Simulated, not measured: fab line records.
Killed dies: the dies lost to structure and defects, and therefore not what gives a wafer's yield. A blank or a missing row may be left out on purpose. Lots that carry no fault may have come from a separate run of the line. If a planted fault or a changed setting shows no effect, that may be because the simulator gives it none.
Lot-split experiment ; flow n5Finfet ; 21 wafers read from 7 lots, route of 1938 steps

## ABOUT THE SPLIT
At N5_BEOL_M9_ETCH_62 (etches SOC in N2/H2, target depth 110 nm, overetch 22 nm, time 165 s), the setting timeS was moved away from the recipe's 165 s on 9 of the 21 wafers read, by -17.6% to +13.6%. This setting was run at the recipe's value on the other wafers.

The reading is taken at the split's own step.

## THE READING
SiARC_of_BEOL_M9_COAT_60.thkNm (the simulator's own value, which no gauge read), in nm, at N5_BEOL_M9_ETCH_62 (etches SOC in N2/H2, target depth 110 nm, overetch 22 nm, time 165 s). The file gives no usual value for it. Across the 12 wafers here that went through the recipe, the average is 23.4 nm and the standard deviation 0.14 nm.

wafer;tool, chamber at the split;timeS as run, s;against the recipe;SiARC_of_BEOL_M9_COAT_60.thkNm, nm;against lot-mates on the recipe
L077.3;rieDiel-06, 0;165;recipe;23.6;-
L077.4;rieDiel-06, 1,0;136;-17.6%;24.8;+1.2
L077.6;rieDiel-06, 1,0;136;-17.6%;24.8;+1.2
L074.2;rieDiel-01, 2,3,0;165;recipe;23.4;-
L074.3;rieDiel-01, 2,3,0;165;recipe;23.4;-
L074.4;rieDiel-01, 2,3,0;165;recipe;23.4;-
L080.1;rieDiel-06, 2;187.4;+13.6%;23;-0.5
L080.3;rieDiel-06, 3;165;recipe;23.6;-
L080.5;rieDiel-06, 3;165;recipe;23.4;-
L082.1;rieDiel-03, 1;165;recipe;23.6;-
L082.2;rieDiel-03, 0,2;144.4;-12.5%;24.4;+0.8
L082.3;rieDiel-03, 0,2;144.4;-12.5%;24.4;+0.8
L087.2;rieDiel-03, 3,0;179.7;+8.9%;22.8;-0.6
L087.5;rieDiel-03, 3,0;179.7;+8.9%;22.8;-0.6
L087.6;rieDiel-03, 1;165;recipe;23.4;-
L095.2;rieDiel-01, 2;165;recipe;23.2;-
L095.5;rieDiel-01, 2;165;recipe;23.2;-
L095.4;rieDiel-01, 1;165;recipe;23.6;-
L096.2;rieDiel-06, 3;185.5;+12.4%;22.6;-0.8
L096.4;rieDiel-06, 3;165;recipe;23.4;-
L096.6;rieDiel-06, 0;185.5;+12.4%;22.8;-0.6
Where a row lists several chambers, the file gives one row for several wafers and doesn't say which wafer went through which chamber.

THE FIT
A straight line over all 21 wafers: SiARC_of_BEOL_M9_COAT_60.thkNm changes by -0.0679 nm for each +1% of timeS; r = -0.97; the points scatter about the line by 0.17 nm.
The same after taking each lot's own level away (the mean of its wafers on the recipe; 21 wafers): -0.0613 nm for each +1%; r = -0.98; scatter 0.12 nm.
The reading moves by 1.1 nm for the largest change in timeS, on that fit.
Measured against the standard deviation above, the lots' own levels, which go from 23.33 to 23.60 nm, span 1.9 times it.
Thus the slope moves with the lot-to-lot level: the two fits are different.
Check: with one of the wafers moved furthest among these (-17.6%) left out of the fit, the line predicts +1.08 nm for it against its lot-mates. Against them it came out at +1.2 nm.

## OTHER SPLITS APPLIED TO THESE WAFERS
Before the reading, these wafers also passed through other splits. Each is held against what the fit with the lots' levels taken away leaves over:
other split on the same wafers;wafers away from the commonest value;r with SiARC_of_BEOL_M9_COAT_60.thkNm (lot level and that fit taken away)
N5_BEOL_M9_EXPOSE_08 doseMj;10;+0.25

## THE WHOLE CHAIN: every reading that the file lists as answering this split, in the file's order
step;what it does;reading;change (the file's fit);r (the file's)
N5_BEOL_M9_ETCH_62;etches SOC in N2/H2, target depth 110 nm, overetch 22 nm, time 165 s;SiARC_of_BEOL_M9_COAT_60.thkNm (the simulator's own value, which no gauge read);-0.0588 nm for each +1% of the setting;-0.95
N5_BEOL_M9_HM_OPEN_17;chemistry Cl2/BCl3, target TiN, target depth 20 nm, overetch 6 nm;etch.depthNm (the simulator's own value, which no gauge read);not straight: 20.19 at the lowest setting, 19.96 at the recipe, 18.04 at the highest;not given

## THE FILE'S OWN FIT
SiARC_of_BEOL_M9_COAT_60.thkNm changes by -0.0588 nm for each +1% of timeS, r = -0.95.
